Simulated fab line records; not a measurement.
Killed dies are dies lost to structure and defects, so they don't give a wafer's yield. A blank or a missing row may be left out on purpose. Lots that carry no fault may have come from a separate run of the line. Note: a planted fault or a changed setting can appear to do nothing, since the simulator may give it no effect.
Which tool was responsible?    flow nandHarc    route of 1302 steps, sampled at 1 step: 14 lots, 42 wafers

## WHAT THE GAUGES READ, wafer by wafer
NHARC_A_SLIT_CD_MEAS_21. Usual: cdNm at 289.8 nm, with a standard deviation of 0.55.
lot   measured      on        cdNm (nm)          flag
L427  day 20 16:30  cdSem-02  289.5 290.1 289.7  
L431  day 21 21:31  cdSem-01  288.8 288.7 289.4  
L433  day 22 18:51  cdSem-01  289.8 290.2 290.4  
L434  day 23 01:59  cdSem-03  289.7 291.0 290.0  
L437  day 24 14:18  cdSem-03  290.5 290.6 289.9  
L435  day 24 14:35  cdSem-01  289.7 289.2 289.6  
L440  day 24 22:24  cdSem-02  289.1 289.4 290.0  
L436  day 24 22:44  cdSem-03  290.3 290.1 289.6  
L438  day 25 02:14  cdSem-03  289.8 289.4 289.7  
L439  day 25 09:53  cdSem-01  290.2 290.3 290.1  
L441  day 25 11:28  cdSem-02  290.6 290.3 290.4  
L447  day 28 10:28  cdSem-01  289.5 290.2 289.4  
L449  day 29 03:28  cdSem-03  289.4 289.8 290.1  
L448  day 29 16:20  cdSem-03  289.4 290.1 289.7  

## WHICH TOOL RAN EACH LOT (tool, then ch and the chambers of the sampled wafers, then the start)
Before these readings, the record contains no process step.

## WHAT THE TOOLS THEMSELVES READ (means of the sampled wafers that have a number; where no wafer has one, the mark that the record gives instead)
The record holds no such reading with a usual standard deviation.

## THE ANSWER, worked out from the rows above alone
Rule: a lot counts as off when the mean over its wafers that have a number is more than 3 standard deviations away from the usual mean. A lot without any number at a reading at which 4 lots or more have one is off too. All remaining lots with rows at the step are treated as sound. Order of review: gauges by route order, followed by the tools' own readings, for which a lot's mean as printed above is used. At the first step where some lot is off, the reading lying furthest off is the one used; lots without a number count as furthest.
Across all readings shown, no lot is off: no conclusion can be drawn from this.

## WHAT THE SIMULATOR HAD INSERTED
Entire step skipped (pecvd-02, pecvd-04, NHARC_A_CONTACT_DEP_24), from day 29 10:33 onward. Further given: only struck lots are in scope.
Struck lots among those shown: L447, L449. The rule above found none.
